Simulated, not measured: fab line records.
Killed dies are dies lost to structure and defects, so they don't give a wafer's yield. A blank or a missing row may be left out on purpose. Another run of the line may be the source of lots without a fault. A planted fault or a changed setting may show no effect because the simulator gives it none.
fab line records	flow n5-finfet
record lots=7	wafers=21
route steps=1938 shown FIN_SAQP@96 FIN_CUT@155 SD_EPI_N@263 ILD0@338
start-h: hours from the record's opening day to when the first of the lot's shown wafers began	wait-h: hours from the lot's prior step to this one	" identical to the entry in the row above	L1.1+2: several wafers, shown together as one row	- no value, or no start given	* or withheld: withheld	< > ~ a bound
route shown NAME@n: names a module that has steps shown in the file, with the first one's number in the route	usual: mean and standard deviation over wafers with no fault	same: alike in all rows	chamber/n: place in a boat	sites: each site's reading	_std_site: how widely they spread, as a standard deviation	_edge_site: mean of outer sites minus mean of inner sites	radius-mm: for every site, how far away it sits from the centre of the wafer	mask NAME#n: copy n	behind: the tool/chamber that last shaped the wafer	hold: what put the lot on hold/how long, in hours/how the hold closed	device: which transistor (n, p or np) failed to switch	end of line: tests of these same wafers at the route's end	step lacking rows: just its recipe	killed: the dies lost at the first sort to structure and to defects; this is not the yield of the wafer	map: a wafer's dies, marking killed ones x, the rest . and places with no die _
set.NAME: the setting that was run; set.NAME@STEP: the one run at that earlier step	model.NAME: the simulator's own value behind a step, which no gauge read
lots where settings were altered on purpose, with a table for each step and a row for each wafer
## steps
# step N5_FIN_SAQP_HM_DEP_03
# recipe material=SiNx	target-thk-a=380	temp-c=400	precursor=SiH4/NH3/N2	pressure-torr=1.5	rf-w=300	time-s=33.6
lot.wafer	tool	chamber	start-h	wait-h	set.time-s	model.SiNx_of_FIN_SAQP_HM_DEP_03.thk-nm
L078.2	pecvd-01	0	45.12	0.2	36.35	41.11
L078.3	"	2	"	"	33.6	38.24
L078.5	"	1	"	"	33.6	38.25
L085.1	pecvd-04	0	88.83	0.2	33.6	37.6
L085.4	"	0	"	"	33.6	38.27
L085.5	"	2	"	"	33.6	38.19
L086.1	pecvd-01	1	95.32	0.2	35.32	39.9
L086.5	"	2	"	"	35.32	40.42
L086.6	"	0	"	"	33.6	38.33
L092.1	pecvd-01	2	129.29	0.2	33.6	38.18
L092.4	"	1	"	"	31.99	36.14
L092.6	"	0	"	"	33.6	38.34
L093.2	pecvd-01	1	135.21	0.2	33.6	37.18
L093.4	"	2	"	"	33.6	38.18
L093.6	"	0	"	"	31.21	35.52
L094.2	pecvd-02	0	141.73	0.2	30.05	34.16
L094.3	"	1	"	"	30.05	33.67
L094.6	"	0	"	"	33.6	38.21
L096.1	pecvd-01	2	153.56	0.2	33.6	38.27
L096.2	"	1	"	"	33.6	37.45
L096.3	"	0	"	"	33.6	38.3
# step N5_FIN_SAQP_THK_MEAS_05
# usual thk-nm=38.0/0.48
lot.wafer	tool	chamber	start-h	wait-h	set.time-s@FIN_SAQP_HM_DEP_03	thk-nm
L078.2	film-metro-02	-	45.21	0.1	36.35	41.1
L078.3	"	-	"	"	33.6	38.3
L078.5	"	-	"	"	33.6	38.2
L085.1	film-metro-01	-	88.92	0.1	33.6	37.6
L085.4	"	-	"	"	33.6	38.3
L085.5	"	-	"	"	33.6	38.2
L086.1	film-metro-02	-	95.41	0.1	35.32	39.9
L086.5	"	-	"	"	35.32	40.4
L086.6	"	-	"	"	33.6	38.3
L092.1	film-metro-01	-	129.38	0.1	33.6	38.2
L092.4	"	-	"	"	31.99	36.1
L092.6	"	-	"	"	33.6	38.4
L093.2	film-metro-02	-	135.30	0.1	33.6	37.1
L093.4	"	-	"	"	33.6	38.2
L093.6	"	-	"	"	31.21	35.5
L094.2	film-metro-01	-	141.81	0.1	30.05	34.2
L094.3	"	-	"	"	30.05	33.7
L094.6	"	-	"	"	33.6	38.2
L096.1	film-metro-01	-	153.64	0.1	33.6	38.3
L096.2	"	-	"	"	33.6	37.5
L096.3	"	-	"	"	33.6	38.2
# step N5_FIN_SAQP_COAT_50
# recipe resist=SiARC	temp-c=220	time-s=60	spin-rpm=1500	resist-thk-nm=35
lot.wafer	tool	chamber	start-h	wait-h	set.spin-rpm	model.SiARC_of_FIN_SAQP_COAT_50.thk-nm
L078.2	litho-track-05	0	-	-	1640	33.45
L078.3	"	0	"	"	1500	34.99
L078.5	"	0	"	"	1640	33.38
L085.1	litho-track-02	0	-	-	1592	33.97
L085.4	"	0	"	"	1592	33.93
L085.5	"	0	"	"	1500	34.97
L086.1	litho-track-05	0	-	-	1500	34.86
L086.5	"	0	"	"	1358	36.75
L086.6	"	0	"	"	1358	36.73
L092.1	litho-track-05	0	-	-	1500	34.92
L092.4	"	0	"	"	1500	34.87
L092.6	"	0	"	"	1500	34.94
L093.2	litho-track-02	0	-	-	1500	35.16
L093.4	"	0	"	"	1543	34.65
L093.6	"	0	"	"	1500	35.05
L094.2	litho-track-03	0	-	-	1500	35.08
L094.3	"	0	"	"	1500	35.09
L094.6	"	0	"	"	1420	36.08
L096.1	litho-track-02	0	-	-	1500	34.93
L096.2	"	0	"	"	1500	35.07
L096.3	"	0	"	"	1500	34.98
# step N5_FIN_SAQP_COAT_10
# recipe resist=CAR-ArF	spin-rpm=1500	resist-thk-nm=90
# step N5_FIN_SAQP_EBR_12
# recipe solvent=PGMEA	ebr-width-mm=1.5
# step N5_FIN_SAQP_DESCUM_21
# recipe chemistry=O2	time-s=7.9	source-power-w=50	bias-power-w=20	pressure-mtorr=20	rf-frequency-hz=2.712e+07	temp-c=40	resist=CAR-ArF	o2-flow-sccm=225
# step N5_FIN_SAQP_ETCH_51
# recipe chemistry=CF4	target=SiARC	target-depth-a=455	mask-material=CAR-ArF	time-s=75.8	ion-energy-ev=80	pressure-mtorr=40	source-w=545	bias-w=36	Ar_flow_sccm=100	cf4-flow-sccm=100	ends=cleared
lot.wafer	tool	chamber	start-h	wait-h	set.spin-rpm@FIN_SAQP_COAT_50	model.etch.depth-nm	model.CAR-ArF_of_FIN_SAQP_COAT_10.thk-nm
L078.2	rie-diel-06	0	46.31	0.0	1640	33.45	52.44
L078.3	"	1	"	"	1500	34.99	50.77
L078.5	"	3	"	"	1640	33.38	52.48
L085.1	rie-diel-03	1	89.74	0.0	1592	33.97	51.55
L085.4	"	3	"	"	1592	33.93	51.72
L085.5	"	3	"	"	1500	34.97	50.93
L086.1	rie-diel-05	0	96.23	0.0	1500	34.86	50.98
L086.5	"	1	"	"	1358	36.75	49.18
L086.6	"	0	"	"	1358	36.73	49.28
L092.1	rie-diel-05	1	130.20	0.0	1500	34.92	50.7
L092.4	"	1	"	"	1500	34.87	50.47
L092.6	"	2	"	"	1500	34.94	50.57
L093.2	rie-diel-06	1	136.12	0.0	1500	35.16	51
L093.4	"	2	"	"	1543	34.65	51.6
L093.6	"	2	"	"	1500	35.05	51.03
L094.2	rie-diel-05	0	142.93	0.0	1500	35.08	50.86
L094.3	"	3	"	"	1500	35.09	50.8
L094.6	"	1	"	"	1420	36.08	49.56
L096.1	rie-diel-05	3	154.47	0.0	1500	34.93	51.3
L096.2	"	0	"	"	1500	35.07	51.1
L096.3	"	2	"	"	1500	34.98	51.36
# step N5_FIN_SAQP_ETCH_52
# recipe chemistry=N2/H2	target=SOC	target-depth-a=1000	overetch-a=200	mask-material=SiARC	temp-c=40	time-s=150	ion-energy-ev=200	pressure-mtorr=30	source-w=840	bias-w=150	n2-flow-sccm=200	h2-flow-sccm=200	ends=end-point
# step N5_FIN_SAQP_STRIP_53
# recipe chemistry=N2/H2	temp-c=40	n2-flow-sccm=200	h2-flow-sccm=200	rf-frequency-hz=6e+07
# step N5_FIN_SAQP_MANDREL2_REMOVE_60
# recipe chemistry=HBr/Cl2/O2	bt-time-s=10	target=a-Si	stop-on=SiNx	endpoint=OES-SiCl	over-etch-frac=1	icp-w=600	bias-w=22	HBr_flow_sccm=150	Cl2_flow_sccm=80	O2_flow_sccm=5	pressure-mtorr=10
# step N5_FIN_SAQP_HM_OPEN_33
# recipe chemistry=CH3F/O2	target=SiNx	mask-material=SiO2	target-depth-a=494	time-s=70.6	pressure-mtorr=30	source-w=395	bias-w=73	Ar_flow_sccm=150	CH3F_flow_sccm=30	O2_flow_sccm=20	ion-energy-ev=120	ends=cleared
# usual etch-rf-on-time-s=69.1/1.9
lot.wafer	tool	chamber	start-h	wait-h	set.time-s@FIN_SAQP_HM_DEP_03	etch-rf-on-time-s	model.etch.depth-nm
L078.2	rie-diel-06	3	50.03	0.0	36.35	74.9	40.37
L078.3	"	1	"	"	33.6	70.1	37.61
L078.5	"	3	"	"	33.6	70.1	37.62
L085.1	rie-diel-05	2	95.07	0.0	33.6	67.7	36.97
L085.4	"	1	"	"	33.6	69.8	37.42
L085.5	"	2	"	"	33.6	68.8	37.56
L086.1	rie-diel-06	0	100.22	0.0	35.32	74.1	39.19
L086.5	"	1	"	"	35.32	74.7	39.8
L086.6	"	2	"	"	33.6	73.2	37.71
L092.1	rie-diel-06	3	134.75	0.4	33.6	69.6	37.55
L092.4	"	2	"	"	31.99	67.6	35.52
L092.6	"	3	"	"	33.6	69.5	37.49
L093.2	rie-diel-05	1	140.30	0.0	33.6	67.8	36.33
L093.4	"	0	"	"	33.6	69.7	37.55
L093.6	"	1	"	"	31.21	64.4	34.67
L094.2	rie-diel-05	1	148.73	0.0	30.05	63.4	33.53
L094.3	"	2	"	"	30.05	60.8	33.04
L094.6	"	1	"	"	33.6	70.9	37.59
L096.1	rie-diel-06	0	158.27	0.1	33.6	71.7	37.53
L096.2	"	1	"	"	33.6	68.6	36.82
L096.3	"	3	"	"	33.6	70.3	37.67
# step N5_FIN_SAQP_ETCH_64
# recipe chemistry=CF4	target=SiO2	target-depth-a=15	ion-energy-ev=350	pressure-mtorr=10	icp-w=800	bias-w=400	cf4-flow-sccm=80
lot.wafer	tool	chamber	start-h	wait-h	set.bias-w
L078.2	rie-si-04	3	50.29	0.0	400
L078.3+5	"	0,2	"	"	446.9
L085.1+4+5	rie-si-05	0,1,2	95.34	0.0	400
L086.1	rie-si-05	2	100.49	0.0	436.6
L086.5+6	"	2,1	"	"	400
L092.1	rie-si-04	3	135.02	0.0	400
L092.4+6	"	2,0	"	"	470.8
L093.2+4+6	rie-si-03	1,0,3	140.57	0.0	400
L094.2+3+6	rie-si-05	1,3,1	148.99	0.0	400
L096.1+2+3	rie-si-05	1,0,2	158.54	0.0	400
# step N5_FIN_SAQP_FIN_ETCH_36
# recipe chemistry=HBr/Cl2/O2	target-depth-a=1200	mask-material=SiNx	time-s=50.4	bias-w=102	pressure-mtorr=10	icp-w=800	HBr_flow_sccm=150	Cl2_flow_sccm=80	O2_flow_sccm=12
lot.wafer	tool	chamber	start-h	wait-h	set.time-s@FIN_SAQP_HM_DEP_03	model.SiNx_of_FIN_SAQP_HM_DEP_03.thk-nm
L078.2	rie-si-04	3	50.31	0.0	36.35	24.4
L078.3	"	0	"	"	33.6	21.2
L078.5	"	2	"	"	33.6	22
L085.1+5	rie-si-05	0,2	95.36	0.0	33.6	21
L085.4	"	1	"	"	33.6	21.6
L086.1	rie-si-05	2	100.51	0.0	35.32	22.4
L086.5	"	2	"	"	35.32	23.4
L086.6	"	1	"	"	33.6	22
L092.1	rie-si-04	3	135.04	0.0	33.6	21.6
L092.4	"	2	"	"	31.99	20
L092.6	"	0	"	"	33.6	20.8
L093.2	rie-si-03	1	140.59	0.0	33.6	20.2
L093.4	"	0	"	"	33.6	21.8
L093.6	"	3	"	"	31.21	19
L094.2	rie-si-05	1	149.01	0.0	30.05	17.8
L094.3	"	3	"	"	30.05	16.8
L094.6	"	1	"	"	33.6	21.8
L096.1	rie-si-05	1	158.56	0.0	33.6	21.6
L096.2	"	0	"	"	33.6	21
L096.3	"	2	"	"	33.6	21.2
# step N5_FIN_CUT_COAT_19
# recipe resist=SiARC	temp-c=220	time-s=60	spin-rpm=1500	resist-thk-nm=20
lot.wafer	tool	chamber	start-h	wait-h	set.spin-rpm	model.SiARC_of_FIN_CUT_COAT_19.thk-nm
L078.2+3	litho-track-01	0	-	-	1500	20
L078.5	"	0	"	"	1455	20.2
L085.1	litho-track-03	0	-	-	1500	20
L085.4	"	0	"	"	1549	19.6
L085.5	"	0	"	"	1549	19.8
L086.1+5+6	litho-track-01	0	-	-	1500	20
L092.1+4+6	litho-track-01	0	-	-	1500	20
L093.2	litho-track-04	0	-	-	1344	21
L093.4+6	"	0	"	"	1500	20
L094.2+3+6	litho-track-03	0	-	-	1500	20
L096.1+2+3	litho-track-01	0	-	-	1500	20
# step N5_FIN_CUT_COAT_29
# recipe resist=underlayer	temp-c=205	time-s=60	spin-rpm=1500	resist-thk-nm=10
# step N5_FIN_CUT_COAT_02
# recipe resist=CAR-EUV	spin-rpm=1500	resist-thk-nm=30
# step N5_FIN_CUT_DESCUM_13
# recipe chemistry=O2	time-s=7	source-power-w=50	bias-power-w=20	pressure-mtorr=20	rf-frequency-hz=2.712e+07	temp-c=40	resist=CAR-EUV	o2-flow-sccm=225
# step N5_FIN_CUT_ETCH_30
# recipe chemistry=N2/H2	target=underlayer	target-depth-a=130	mask-material=CAR-EUV	time-s=10.4	ion-energy-ev=200	pressure-mtorr=30	source-w=840	bias-w=150	n2-flow-sccm=200	h2-flow-sccm=200	ends=cleared
# step N5_FIN_CUT_ETCH_20
# recipe chemistry=CF4	target=SiARC	target-depth-a=260	mask-material=CAR-EUV	time-s=43.3	ion-energy-ev=80	pressure-mtorr=40	source-w=545	bias-w=36	Ar_flow_sccm=100	cf4-flow-sccm=100	ends=cleared
lot.wafer	tool	chamber	start-h	wait-h	set.spin-rpm@FIN_CUT_COAT_19	model.etch.depth-nm
L078.2	rie-diel-02	2	52.17	0.0	1500	20.01
L078.3	"	1	"	"	1500	19.99
L078.5	"	0	"	"	1455	20.25
L085.1	rie-diel-04	0	96.21	0.0	1500	20.05
L085.4	"	1	"	"	1549	19.69
L085.5	"	3	"	"	1549	19.77
L086.1	rie-diel-04	1	101.37	0.0	1500	19.99
L086.5	"	3	"	"	1500	19.96
L086.6	"	1	"	"	1500	20
L092.1	rie-diel-01	1	135.89	0.0	1500	19.92
L092.4	"	0	"	"	1500	19.95
L092.6	"	1	"	"	1500	20.01
L093.2	rie-diel-02	0	141.32	0.0	1344	21.09
L093.4	"	1	"	"	1500	19.93
L093.6	"	0	"	"	1500	19.91
L094.2	rie-diel-02	1	149.86	0.0	1500	19.98
L094.3	"	2	"	"	1500	19.94
L094.6	"	1	"	"	1500	19.99
L096.1	rie-diel-04	2	159.42	0.0	1500	20.05
L096.2	"	3	"	"	1500	20.09
L096.3	"	0	"	"	1500	20.04
# step N5_FIN_CUT_ETCH_21
# recipe chemistry=N2/H2	target=SOC	target-depth-a=2190	overetch-a=438	mask-material=SiARC	temp-c=40	ion-energy-ev=100	bias-w=61	time-s=523.5	pressure-mtorr=30	source-w=850	n2-flow-sccm=200	h2-flow-sccm=200
lot.wafer	tool	chamber	start-h	wait-h	set.spin-rpm@FIN_CUT_COAT_19	model.SiARC_of_FIN_CUT_COAT_19.thk-nm
L078.2	rie-diel-02	2	52.20	0.0	1500	12
L078.3	"	1	"	"	1500	11.6
L078.5	"	0	"	"	1455	12.2
L085.1	rie-diel-04	0	96.25	0.0	1500	12
L085.4+5	"	1,3	"	"	1549	11.8
L086.1+5+6	rie-diel-04	1,3,1	101.41	0.0	1500	12
L092.1	rie-diel-01	1	135.93	0.0	1500	11.6
L092.4	"	0	"	"	1500	11.4
L092.6	"	1	"	"	1500	11.8
L093.2	rie-diel-02	0	141.35	0.0	1344	13
L093.4+6	"	1,0	"	"	1500	11.8
L094.2+6	rie-diel-02	1	149.90	0.0	1500	11.8
L094.3	"	2	"	"	1500	12.2
L096.1+3	rie-diel-04	2,0	159.46	0.0	1500	11.6
L096.2	"	3	"	"	1500	12
# step N5_FIN_CUT_CUT_ETCH_26
# recipe chemistry=CH3F/O2	target=SiNx	target-depth-a=390	mask-material=SOC	time-s=55.7	pressure-mtorr=30	source-w=395	bias-w=73	Ar_flow_sccm=150	CH3F_flow_sccm=30	O2_flow_sccm=20	ion-energy-ev=120
lot.wafer	tool	chamber	start-h	wait-h	set.time-s	model.etch.depth-nm	model.SOC_of_FIN_CUT_COAT_18.thk-nm
L078.2	rie-diel-02	2	52.55	0.0	55.7	38.44	211.4
L078.3	"	1	"	"	55.7	39.41	210.4
L078.5	"	0	"	"	51.75	35.68	211.8
L085.1	rie-diel-04	0	96.60	0.0	55.7	38.13	212
L085.4	"	1	"	"	52.53	36.33	212.8
L085.5	"	3	"	"	52.53	36.19	212.4
L086.1	rie-diel-04	1	101.76	0.0	47.16	32.64	215.2
L086.5	"	3	"	"	47.16	32.36	214.6
L086.6	"	1	"	"	55.7	38.31	212.4
L092.1	rie-diel-01	1	136.28	0.0	44.68	30.93	215.8
L092.4	"	0	"	"	44.68	32.32	214.6
L092.6	"	1	"	"	55.7	38.92	211.8
L093.2	rie-diel-02	0	141.70	0.0	55.7	38.86	210.6
L093.4	"	1	"	"	44.4	31.08	214.6
L093.6	"	0	"	"	55.7	38.45	211
L094.2	rie-diel-02	1	150.25	0.0	51.21	35.67	213.2
L094.3	"	2	"	"	55.7	38.32	211.6
L094.6	"	1	"	"	55.7	39.21	211.6
L096.1	rie-diel-04	2	159.81	0.0	55.7	39.63	212
L096.2	"	3	"	"	55.7	38.15	212.2
L096.3	"	0	"	"	55.7	39.48	210.4
# step N5_FIN_CUT_CUT_ETCH_15
# recipe chemistry=HBr/Cl2/O2	target=Si	target-depth-a=1000	bt-time-s=10	mask-material=SOC	time-s=42.4	ion-energy-ev=*	bias-w=*	pressure-mtorr=10	icp-w=800	HBr_flow_sccm=150	Cl2_flow_sccm=80	O2_flow_sccm=12
lot.wafer	tool	chamber	start-h	wait-h	set.bias-w	model.FIN_CUT.feature-depth-nm	model.etch.depth-nm
L078.2	rie-si-01	2	52.74	0.1	*	97.2	97.16
L078.3	"	1	"	"	*	100.4	100.3
L078.5	"	3	"	"	*	99.2	99.17
L085.1	rie-si-01	0	96.79	0.1	*	98.6	98.6
L085.4	"	3	"	"	*	98.4	98.48
L085.5	"	1	"	"	*	98.4	98.48
L086.1	rie-si-06	1	101.95	0.1	*	97.8	97.75
L086.5	"	2	"	"	*	103.2	103.2
L086.6	"	3	"	"	*	102.6	102.5
L092.1	rie-si-01	2	136.47	0.1	*	98.4	98.38
L092.4	"	3	"	"	*	100.8	100.8
L092.6	"	2	"	"	*	99.8	99.7
L093.2	rie-si-06	0	141.89	0.1	*	103.4	103.4
L093.4	"	1	"	"	*	99	98.91
L093.6	"	3	"	"	*	99.4	99.4
L094.2	rie-si-01	3	150.44	0.1	*	99.8	99.84
L094.3	"	1	"	"	*	98.4	98.46
L094.6	"	0	"	"	*	99.4	99.38
L096.1+2	rie-si-01	3,1	160.00	0.1	*	98.8	98.87
L096.3	"	2	"	"	*	99.4	99.44
# step N5_SD_EPI_N_COAT_33
# recipe resist=SiARC	temp-c=220	time-s=60	spin-rpm=1500	resist-thk-nm=35
lot.wafer	tool	chamber	start-h	wait-h	set.spin-rpm	model.SiARC_of_SD_EPI_N_COAT_33.thk-nm
L078.2	litho-track-01	0	-	-	1579	34
L078.3+5	"	0	"	"	1579	33.8
L085.1+4+5	litho-track-03	0	-	-	1500	35.2
L086.1+5+6	litho-track-01	0	-	-	1650	33.4
L092.1+4	litho-track-05	0	-	-	1500	35
L092.6	"	0	"	"	1383	36.4
L093.2	litho-track-01	0	-	-	1581	34
L093.4+6	"	0	"	"	1500	35
L094.2+6	litho-track-05	0	-	-	1343	37.2
L094.3	"	0	"	"	1500	35
L096.1+3	litho-track-01	0	-	-	1500	35
L096.2	"	0	"	"	1500	35.2
# step N5_SD_EPI_N_COAT_03
# recipe resist=CAR-ArF-block	spin-rpm=1500	resist-thk-nm=150
# step N5_SD_EPI_N_EBR_05
# recipe solvent=PGMEA	ebr-width-mm=1.5
# step N5_SD_EPI_N_DESCUM_14
# recipe chemistry=O2	time-s=7.9	source-power-w=50	bias-power-w=20	pressure-mtorr=20	rf-frequency-hz=2.712e+07	temp-c=40	resist=CAR-ArF-block	o2-flow-sccm=225
# step N5_SD_EPI_N_ETCH_34
# recipe chemistry=CF4	target=SiARC	target-depth-a=455	mask-material=CAR-ArF-block	time-s=75.8	ion-energy-ev=80	pressure-mtorr=40	source-w=545	bias-w=36	Ar_flow_sccm=100	cf4-flow-sccm=100	ends=cleared
# usual etch-rf-on-time-s=75.1/1.9
lot.wafer	tool	chamber	start-h	wait-h	set.spin-rpm@SD_EPI_N_COAT_33	etch-rf-on-time-s	model.etch.depth-nm	model.CAR-ArF-block_of_SD_EPI_N_COAT_03.thk-nm
L078.2	rie-diel-05	0	74.91	0.0	1579	71.5	33.93	111.2
L078.3	"	2	"	"	1579	72.1	33.85	111.4
L078.5	"	0	"	"	1579	71.6	33.88	111
L085.1	rie-diel-05	0	117.33	0.0	1500	74.8	35.13	110.8
L085.4	"	2	"	"	1500	74.7	35.11	110.6
L085.5	"	0	"	"	1500	74.9	35.24	110.8
L086.1	rie-diel-03	2	123.05	0.0	1650	70.5	33.49	112
L086.5	"	0	"	"	1650	70.2	33.37	112.4
L086.6	"	2	"	"	1650	69.7	33.37	112
L092.1	rie-diel-03	0	160.11	0.0	1500	73.3	34.98	111.2
L092.4	"	2	"	"	1500	73.3	35	110.8
L092.6	"	0	"	"	1383	76.4	36.47	109.6
L093.2	rie-diel-03	1	162.56	0.0	1581	70.9	34.08	112.2
L093.4	"	2	"	"	1500	72.9	34.91	111.4
L093.6	"	0	"	"	1500	73.9	35	111.6
L094.2	rie-diel-05	3	171.40	0.0	1343	77.1	37.22	109.8
L094.3	"	3	"	"	1500	72.6	35.05	111.6
L094.6	"	1	"	"	1343	79.9	37.18	109.2
L096.1	rie-diel-03	0	183.14	0.0	1500	73.3	34.99	110.8
L096.2	"	1	"	"	1500	73.6	35.1	111.2
L096.3	"	2	"	"	1500	73.3	34.98	110.8
# step N5_ILD0_CMP_03
# recipe stop-on=SiNx	t-overpolish-s=1.9	post-cmp-clean=alkaline-brush	down-force-psi=4.1491	platen-rpm=51.796	pad-velocity-m-s=1.0306	target-thk-nm=197.38
# usual time-to-endpoint-s=72/4.3
lot.wafer	tool	chamber	start-h	wait-h	set.down-force-psi	time-to-endpoint-s
L078.3	cmp-04	2	87.15	0.0	4.1491	78
L078.2	"	1	"	"	3.744	86
L078.5	"	2	"	"	3.744	83
L085.4	cmp-01	3	129.00	0.1	4.1491	73
L085.1	"	0	"	"	4.1491	70
L085.5	"	2	"	"	4.981	56
L086.1	cmp-01	0	134.36	0.1	4.813	60
L086.5	"	3	"	"	4.813	65
L086.6	"	0	"	"	4.1491	70
L092.4	cmp-02	2	171.52	0.1	4.1491	71
L092.1	"	3	"	"	4.1491	64
L092.6	"	1	"	"	4.1491	71
L093.2	cmp-02	1	173.99	0.0	4.89	65
L093.4	"	2	"	"	4.1491	70
L093.6	"	1	"	"	4.89	61
L094.2	cmp-04	0	184.48	0.0	4.85	65
L094.3	"	2	"	"	4.1491	77
L094.6	"	0	"	"	4.85	63
L096.1	cmp-02	0	194.61	0.1	4.1491	67
L096.2	"	1	"	"	4.1491	74
L096.3	"	2	"	"	4.1491	71
## key
split step=N5_FIN_SAQP_HM_DEP_03	setting=time-s	stated=33.6	by=wafer
response step=N5_FIN_SAQP_HM_DEP_03	reading=model.SiNx_of_FIN_SAQP_HM_DEP_03.thk-nm	change=+0.373	per=1%	r=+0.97
response step=N5_FIN_SAQP_THK_MEAS_05	reading=thk-nm	change=*	per=1%	r=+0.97
response step=N5_FIN_SAQP_HM_OPEN_33	reading=etch-rf-on-time-s	change=*	per=1%	r=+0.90
response step=N5_FIN_SAQP_HM_OPEN_33	reading=model.etch.depth-nm	change=+0.37	per=1%	r=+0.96
response step=N5_FIN_SAQP_FIN_ETCH_36	reading=model.SiNx_of_FIN_SAQP_HM_DEP_03.thk-nm	change=+0.341	per=1%	r=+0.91
split step=N5_FIN_SAQP_COAT_50	setting=spin-rpm	stated=1500	by=wafer
response step=N5_FIN_SAQP_COAT_50	reading=model.SiARC_of_FIN_SAQP_COAT_50.thk-nm	change=-0.181	per=1%	r=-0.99
response step=N5_FIN_SAQP_ETCH_51	reading=model.etch.depth-nm	change=-0.181	per=1%	r=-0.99
response step=N5_FIN_SAQP_ETCH_51	reading=model.CAR-ArF_of_FIN_SAQP_COAT_10.thk-nm	change=+0.18	per=1%	r=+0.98
split step=N5_FIN_SAQP_ETCH_64	setting=bias-w	stated=400	by=wafer
response none clear
split step=N5_FIN_CUT_COAT_19	setting=spin-rpm	stated=1500	by=wafer
response step=N5_FIN_CUT_COAT_19	reading=model.SiARC_of_FIN_CUT_COAT_19.thk-nm	change=-0.0937	per=1%	r=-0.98
response step=N5_FIN_CUT_ETCH_20	reading=model.etch.depth-nm	change=-0.109	per=1%	r=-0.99
response step=N5_FIN_CUT_ETCH_21	reading=model.SiARC_of_FIN_CUT_COAT_19.thk-nm	change=-0.112	per=1%	r=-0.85
split step=N5_FIN_CUT_CUT_ETCH_26	setting=time-s	stated=55.7	by=wafer
response step=N5_FIN_CUT_CUT_ETCH_26	reading=model.etch.depth-nm	change=+0.376	per=1%	r=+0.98
response step=N5_FIN_CUT_CUT_ETCH_26	reading=model.SOC_of_FIN_CUT_COAT_18.thk-nm	change=-0.173	per=1%	r=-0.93
split step=N5_FIN_CUT_CUT_ETCH_15	setting=bias-w	stated=*	by=wafer
response step=N5_FIN_CUT_CUT_ETCH_15	reading=model.FIN_CUT.feature-depth-nm	change=+0.294	per=1%	r=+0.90
response step=N5_FIN_CUT_CUT_ETCH_15	reading=model.etch.depth-nm	change=+0.294	per=1%	r=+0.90
split step=N5_SD_EPI_N_COAT_33	setting=spin-rpm	stated=1500	by=wafer
response step=N5_SD_EPI_N_COAT_33	reading=model.SiARC_of_SD_EPI_N_COAT_33.thk-nm	change=-0.197	per=1%	r=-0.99
response step=N5_SD_EPI_N_ETCH_34	reading=etch-rf-on-time-s	change=*	per=1%	r=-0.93
response step=N5_SD_EPI_N_ETCH_34	reading=model.etch.depth-nm	change=-0.194	per=1%	r=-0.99
response step=N5_SD_EPI_N_ETCH_34	reading=model.CAR-ArF-block_of_SD_EPI_N_COAT_03.thk-nm	change=+0.184	per=1%	r=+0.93
split step=N5_ILD0_CMP_03	setting=down-force-psi	stated=4.1491	by=wafer
response step=N5_ILD0_CMP_03	reading=time-to-endpoint-s	change=*	per=1%	r=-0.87
